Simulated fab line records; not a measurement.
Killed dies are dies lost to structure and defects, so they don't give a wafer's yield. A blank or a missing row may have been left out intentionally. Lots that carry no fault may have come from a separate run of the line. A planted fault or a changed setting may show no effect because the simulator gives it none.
The tool behind it: which one? -- flow nandHarc -- 24 lots, 72 wafers sampled, at 6 steps of a route of 1302

== WHAT EACH GAUGE READ, for each wafer ==
NHARC_A_CONTACT_OVL_MEAS_43.
lot,measured,on,overlayXNm (nm),overlayYNm (nm)
L074,day 21 21:00,overlay-02,-2.0 -1.3 -0.7,-0.3 -0.1 -0.3
L075,day 21 19:04,overlay-01,0.1 1.3 0.7,0.7 0.3 1.0
L076,day 21 14:17,overlay-02,0.4 0.2 0.4,0.6 0.6 0.1
L077,day 24 03:15,overlay-01,1.9 2.0 2.3,-2.0 -1.9 -1.7
L078,day 23 19:25,overlay-02,-0.6 -0.9 -0.7,0.7 0.7 0.7
L079,day 23 19:16,overlay-01,-0.2 -0.4 -0.2,0.3 0.5 0.1
L080,day 24 09:28,overlay-01,-0.2 0.0 -1.0,1.3 0.6 1.3
L081,day 23 23:28,overlay-01,1.0 1.5 1.3,0.4 -0.2 0.3
L082,day 24 21:33,overlay-01,-0.5 -0.7 -1.3,-0.5 0.0 0.0
L083,day 25 12:55,overlay-02,1.4 1.0 1.2,-0.4 0.0 0.1
L084,day 26 05:14,overlay-02,-0.8 0.0 -0.3,0.5 -0.2 0.5
L085,day 26 16:24,overlay-02,1.3 0.8 0.7,0.5 -0.1 0.3
L088,day 27 08:47,overlay-01,1.0 0.0 0.5,0.5 0.6 0.6
L087,day 27 09:22,overlay-02,0.8 1.1 0.9,0.4 0.5 0.7
L086,day 27 17:29,overlay-02,0.1 1.2 0.8,-0.3 0.0 -0.2
L089,day 27 13:07,overlay-02,0.9 0.4 0.7,1.1 1.1 1.8
L090,day 27 19:47,overlay-01,0.1 0.2 0.2,-1.8 -1.8 -1.7
L092,day 28 08:50,overlay-01,1.5 1.9 1.2,1.3 0.7 1.2
L091,day 29 02:14,overlay-01,-1.0 -0.5 0.0,0.7 1.2 1.2
L093,day 29 11:07,overlay-02,0.4 0.8 0.3,-0.6 -0.4 -0.4
L094,day 29 08:23,overlay-01,-0.1 -0.4 0.0,-0.3 0.0 -1.0
L096,day 30 18:37,overlay-02,-0.1 0.1 0.3,-1.3 -1.7 -1.2
L095,day 30 17:52,overlay-01,1.0 1.6 0.8,0.8 1.3 1.1
L097,day 31 04:41,overlay-02,-0.2 0.0 0.1,-0.3 -0.6 -0.4

== WHAT TOOL EACH LOT RAN ON (gives the tool, then ch and the chambers of the sampled wafers, and finally the start) ==
lot,NHARC_A_STAIRCASE_DEP_417,NHARC_A_STAIRCASE_CMP_472,NHARC_A_SGD_CUT_ETCH_15,NHARC_A_WL_FILL_STRIP_29,NHARC_A_CONTACT_DEP_29
L074,"pecvd-04 ch 1,2, day 17 17:36","cmp-04 ch 2,3, day 19 11:25","rieDiel-10 ch 0,1, day 21 08:32 or earlier","rieDiel-05 ch 0,1,3, day 21 08:32","pecvd-02 ch 0,1,2, day 21 20:15"
L075,"pecvd-04 ch 0,2, day 17 19:01","cmp-01 ch 0,1,2, day 19 11:23","rieDiel-04 ch 1,2,3, day 21 05:22 or earlier","rieDiel-11 ch 1,2, day 21 05:22","pecvd-01 ch 1,2, day 21 18:17"
L076,"pecvd-04 ch 0,2, day 17 19:56","cmp-04 ch 0,1,3, day 19 10:56","rieDiel-09 ch 0,2,3, day 21 01:22 or earlier","rieDiel-05 ch 2,3, day 21 01:22","pecvd-04 ch 1,2, day 21 13:30"
L077,"pecvd-03 ch 0,1,2, day 19 17:56","cmp-01 ch 1,2, day 21 21:14","rieDiel-10 ch 0,1,2, day 23 14:41 or earlier","rieDiel-11 ch 0,2,3, day 23 14:41","pecvd-01 ch 0,1,2, day 24 02:39"
L078,"pecvd-03 ch 0,1, day 19 19:43","cmp-03 ch 0,3, day 21 15:27","rieDiel-09 ch 0,2, day 23 07:17 or earlier","rieDiel-11 ch 0,1,3, day 23 07:17","pecvd-04 ch 1,2, day 23 18:37"
L079,"pecvd-01 ch 0,1, day 19 21:34","cmp-01 ch 1,2,3, day 21 18:26","rieDiel-04 ch 0,1,2, day 23 07:22 or earlier","rieDiel-07 ch 0,1,3, day 23 07:22","pecvd-01 ch 1,2, day 23 18:35"
L080,"pecvd-03 ch 0,1,2, day 20 02:05","cmp-01 ch 0,3, day 22 01:19","rieDiel-04 ch 0,1, day 23 18:58 or earlier","rieDiel-05 ch 1,3, day 23 18:58","pecvd-02 ch 0,2, day 24 08:43"
L081,"pecvd-01 ch 1,2, day 20 02:35","cmp-03 ch 0,3, day 21 22:58","rieDiel-04 ch 1,2, day 23 10:22 or earlier","rieDiel-05 ch 0,1, day 23 10:22","pecvd-01 ch 0,1, day 23 22:47"
L082,"pecvd-03 ch 0,2, day 20 16:42","cmp-04 ch 1,2, day 22 15:08","rieDiel-04 ch 1,2,3, day 24 06:41 or earlier","rieDiel-07 ch 2,3, day 24 06:41","pecvd-02 ch 0,1, day 24 20:52"
L083,"pecvd-03 ch 0,1, day 21 08:45","cmp-01 ch 0,1, day 23 07:58","rieDiel-10 ch 0,3, day 24 23:48 or earlier","rieDiel-05 ch 2,3, day 24 23:48","pecvd-04 ch 0,2, day 25 12:16"
L084,"pecvd-04 ch 0,1,2, day 22 01:26","cmp-01 ch 0,1,3, day 23 18:13","rieDiel-09 ch 0,1,2, day 25 16:35 or earlier","rieDiel-11 ch 1,2, day 25 16:35","pecvd-02 ch 1,2, day 26 04:24"
L085,"pecvd-01 ch 0,1, day 22 10:26","cmp-03 ch 0,3, day 24 07:56","rieDiel-04 ch 0,1, day 26 04:11 or earlier","rieDiel-05 ch 0,1,2, day 26 04:11","pecvd-04 ch 0,1,2, day 26 15:35"
L088,"pecvd-03 ch 0,2, day 23 06:00","cmp-04 ch 0,1,3, day 25 02:59","rieDiel-09 ch 1,3, day 26 20:50 or earlier","rieDiel-05 ch 0,1, day 26 20:50","pecvd-02 ch 0,1, day 27 08:08"
L087,"pecvd-03 ch 0,1, day 23 08:10","cmp-03 ch 0,3, day 25 02:34","rieDiel-04 ch 0,1,3, day 26 21:07 or earlier","rieDiel-07 ch 0,1,2, day 26 21:07","pecvd-01 ch 0,1,2, day 27 08:37"
L086,"pecvd-04 ch 0,1, day 23 08:19","cmp-01 ch 0,2, day 25 06:31","rieDiel-04 ch 0,1,2, day 27 02:23 or earlier","rieDiel-11 ch 1,3, day 27 02:23","pecvd-02 ch 1,2, day 27 16:44"
L089,"pecvd-01 ch 1,2, day 23 09:31","cmp-01 ch 0,3, day 25 02:59","rieDiel-10 ch 0,2,3, day 26 23:56 or earlier","rieDiel-07 ch 1,2,3, day 26 23:56","pecvd-01 ch 0,1, day 27 12:18"
L090,"pecvd-01 ch 0,2, day 23 14:41","cmp-04 ch 0,1,3, day 25 09:24","rieDiel-10 ch 0,2,3, day 27 05:28 or earlier","rieDiel-05 ch 0,1,2, day 27 05:28","pecvd-02 ch 0,2, day 27 18:58"
L092,"pecvd-01 ch 0,2, day 24 07:40","cmp-03 ch 0,2,3, day 26 01:42","rieDiel-09 ch 0,2,3, day 27 20:54 or earlier","rieDiel-11 ch 1,2, day 27 20:54","pecvd-04 ch 0,1,2, day 28 08:11"
L091,"pecvd-01 ch 0,1, day 24 11:29","cmp-01 ch 2,3, day 26 08:39","rieDiel-04 ch 0,2,3, day 28 10:32 or earlier","rieDiel-11 ch 1,2, day 28 10:32","pecvd-02 ch 0,1, day 29 01:27"
L093,"pecvd-03 ch 1,2, day 25 04:28","cmp-03 ch 1,2, day 27 00:46","rieDiel-10 ch 0,1,2, day 28 14:39 or earlier","rieDiel-11 ch 0,1, day 28 14:39","pecvd-01 ch 0,2, day 29 07:38"
L094,"pecvd-01 ch 0,1, day 25 05:54","cmp-04 ch 0,1,2, day 27 00:40","rieDiel-09 ch 0,1, day 28 14:36 or earlier","rieDiel-05 ch 0,2,3, day 28 14:36","pecvd-02 ch 0,1,2, day 29 07:38"
L096,"pecvd-01 ch 0,2, day 26 10:47","cmp-04 ch 1,2, day 28 08:14","rieDiel-10 ch 0,2, day 30 03:52 or earlier","rieDiel-07 ch 1,3, day 30 03:52","pecvd-01 ch 0,1,2, day 30 17:50"
L095,"pecvd-04 ch 0,1, day 26 14:01","cmp-01 ch 0,1, day 28 07:59","rieDiel-09 ch 1,2, day 30 03:53 or earlier","rieDiel-11 ch 1,2, day 30 03:53","pecvd-02 ch 1,2, day 30 17:03"
L097,"pecvd-04 ch 0,2, day 27 04:17","cmp-03 ch 2,3, day 29 00:04","rieDiel-04 ch 0,2,3, day 30 15:30 or earlier","rieDiel-07 ch 0,2, day 30 15:30","pecvd-04 ch 1,2, day 31 03:53"
- NHARC_A_STAIRCASE_DEP_417: deposits Si3N4, target thk 60 nm.
- NHARC_A_STAIRCASE_CMP_472: polishes SiO2.
- NHARC_A_SGD_CUT_ETCH_15: etches the open film in CH3F/O2, target depth 75 nm, time 64.3 s.
- NHARC_A_WL_FILL_STRIP_29: strips in O2, time 20 s.
- NHARC_A_CONTACT_DEP_29: deposits SiON, target thk 100 nm.

== AS READ BY THE TOOLS THEMSELVES (means over the sampled wafers that have a number; for cases with no such wafer, the mark the record gives instead) ==
NHARC_A_STAIRCASE_DEP_417.
lot,tool,heaterPowerW (W)
L074,pecvd-04,783
L075,pecvd-04,746
L076,pecvd-04,739
L077,pecvd-03,698
L078,pecvd-03,751
L079,pecvd-01,657
L080,pecvd-03,731
L081,pecvd-01,765
L082,pecvd-03,668
L083,pecvd-03,780
L084,pecvd-04,776
L085,pecvd-01,732
L088,pecvd-03,731
L087,pecvd-03,737
L086,pecvd-04,791
L089,pecvd-01,776
L090,pecvd-01,732
L092,pecvd-01,671
L091,pecvd-01,731
L093,pecvd-03,628
L094,pecvd-01,673
L096,pecvd-01,707
L095,pecvd-04,875
L097,pecvd-04,772

NHARC_A_STAIRCASE_CMP_472.
lot,tool,motorCurrentA (A)
L074,cmp-04,12.8
L075,cmp-01,12.2
L076,cmp-04,12.5
L077,cmp-01,12.5
L078,cmp-03,12.2
L079,cmp-01,12.3
L080,cmp-01,11.4
L081,cmp-03,11.9
L082,cmp-04,13.5
L083,cmp-01,11.6
L084,cmp-01,11.8
L085,cmp-03,12.0
L088,cmp-04,12.5
L087,cmp-03,11.9
L086,cmp-01,11.4
L089,cmp-01,11.5
L090,cmp-04,12.3
L092,cmp-03,11.8
L091,cmp-01,12.6
L093,cmp-03,11.2
L094,cmp-04,13.4
L096,cmp-04,13.5
L095,cmp-01,12.0
L097,cmp-03,11.7

NHARC_A_SGD_CUT_ETCH_15.
lot,tool,biasW (W),drypumpMotorCurrentA (A),oesProductAu (a.u.),rfVppV (V),showerheadPlenumPTorr (Torr),throttleValvePct (%)
L074,rieDiel-10,100.27,5.4,0.983,263.0,2.42,20.666
L075,rieDiel-04,99.95,5.4,0.956,262.6,2.45,20.659
L076,rieDiel-09,99.98,5.6,0.941,262.6,2.38,20.668
L077,rieDiel-10,99.93,5.4,0.931,264.1,2.49,20.660
L078,rieDiel-09,100.08,5.4,0.961,262.2,2.32,20.660
L079,rieDiel-04,100.11,5.3,0.967,265.4,2.49,20.670
L080,rieDiel-04,99.71,5.4,0.955,264.9,2.50,20.674
L081,rieDiel-04,100.08,5.2,0.973,264.3,2.51,20.655
L082,rieDiel-04,100.36,5.4,0.964,263.8,2.45,20.669
L083,rieDiel-10,99.79,6.0,0.949,262.8,2.39,20.665
L084,rieDiel-09,99.99,5.7,0.960,262.8,2.39,20.662
L085,rieDiel-04,99.70,5.5,0.973,263.2,2.48,20.662
L088,rieDiel-09,100.13,5.7,0.934,264.7,2.54,20.657
L087,rieDiel-04,100.08,5.6,0.969,263.3,2.44,20.660
L086,rieDiel-04,99.74,5.3,0.975,264.4,2.49,20.664
L089,rieDiel-10,99.75,5.5,0.954,263.9,2.48,20.657
L090,rieDiel-10,100.32,5.6,0.941,264.0,2.48,20.672
L092,rieDiel-09,99.98,5.6,0.961,261.9,2.38,20.657
L091,rieDiel-04,99.84,5.5,0.964,263.1,2.43,20.662
L093,rieDiel-10,99.87,5.4,0.960,264.6,2.49,20.669
L094,rieDiel-09,99.87,5.5,0.954,265.2,2.47,20.668
L096,rieDiel-10,99.99,5.1,0.947,266.1,2.57,20.659
L095,rieDiel-09,100.17,6.1,0.923,262.7,2.37,20.664
L097,rieDiel-04,100.15,5.5,0.970,263.4,2.43,20.655

NHARC_A_WL_FILL_STRIP_29.
lot,tool,drypumpMotorCurrentA (A),oesProductAu (a.u.),rfVppV (V),showerheadPlenumPTorr (Torr),throttleValvePct (%)
L074,rieDiel-05,5.62,1.008,58.7,3.59,17.036
L075,rieDiel-11,5.38,0.987,57.7,3.36,17.034
L076,rieDiel-05,5.54,1.011,57.9,3.55,17.040
L077,rieDiel-11,5.86,0.998,58.1,3.54,17.030
L078,rieDiel-11,5.79,0.992,57.0,3.51,17.033
L079,rieDiel-07,5.84,1.002,58.3,3.61,17.034
L080,rieDiel-05,5.55,1.013,57.9,3.52,17.032
L081,rieDiel-05,5.76,1.010,58.3,3.64,17.030
L082,rieDiel-07,6.06,1.002,57.8,3.63,17.039
L083,rieDiel-05,5.55,1.013,57.8,3.55,17.041
L084,rieDiel-11,5.38,0.976,56.3,3.35,17.032
L085,rieDiel-05,5.80,1.001,58.4,3.66,17.031
L088,rieDiel-05,5.73,1.011,58.3,3.65,17.039
L087,rieDiel-07,5.91,1.003,57.5,3.64,17.034
L086,rieDiel-11,5.44,0.981,56.8,3.44,17.032
L089,rieDiel-07,6.06,1.003,58.5,3.65,17.036
L090,rieDiel-05,5.78,1.008,58.9,3.66,17.035
L092,rieDiel-11,5.47,0.997,57.7,3.37,17.041
L091,rieDiel-11,5.38,0.990,57.9,3.35,17.036
L093,rieDiel-11,5.91,1.010,58.4,3.46,17.039
L094,rieDiel-05,5.64,1.006,57.7,3.61,17.033
L096,rieDiel-07,6.03,1.010,58.1,3.67,17.034
L095,rieDiel-11,5.38,0.987,58.0,3.35,17.030
L097,rieDiel-07,5.71,0.989,57.7,3.57,17.043

NHARC_A_CONTACT_DEP_29.
lot,tool,chamberPressureTorr (Torr),heaterPowerW (W)
L074,pecvd-02,3.501,759
L075,pecvd-01,3.507,822
L076,pecvd-04,3.501,867
L077,pecvd-01,3.503,756
L078,pecvd-04,3.500,826
L079,pecvd-01,3.510,851
L080,pecvd-02,3.503,753
L081,pecvd-01,3.494,686
L082,pecvd-02,3.507,697
L083,pecvd-04,3.502,853
L084,pecvd-02,3.501,742
L085,pecvd-04,3.504,835
L088,pecvd-02,3.502,789
L087,pecvd-01,3.497,751
L086,pecvd-02,3.509,778
L089,pecvd-01,3.503,697
L090,pecvd-02,3.499,761
L092,pecvd-04,3.508,821
L091,pecvd-02,3.506,763
L093,pecvd-01,3.510,728
L094,pecvd-02,3.497,746
L096,pecvd-01,3.501,740
L095,pecvd-02,3.503,739
L097,pecvd-04,3.498,894

== THE ANSWER, worked out from the rows above alone ==
Rule: what is usual is taken from the lots themselves. The widest of any qualifying gaps counts: lots, ordered by their means at a reading, are off when they make up no more than a third of the lots, leave a main group of 4 or more, and stand apart from it by 3 or more times the standard deviation of that group's means. Not used: any main group whose means are identical at the precision the tables above print for the reading. A lot without any number at a reading at which 4 lots or more have one is off too. The other lots that the step has rows for count as sound. Order of review: gauges by route order, followed by the tools' own readings, for which a lot's mean as printed above is used. At the first step where some lot is off, the reading lying furthest off is the one used; lots without a number count as furthest.
Nothing can be told from this: no lot is off at any reading shown.

== WHAT WAS PUT IN BY THE SIMULATOR ==
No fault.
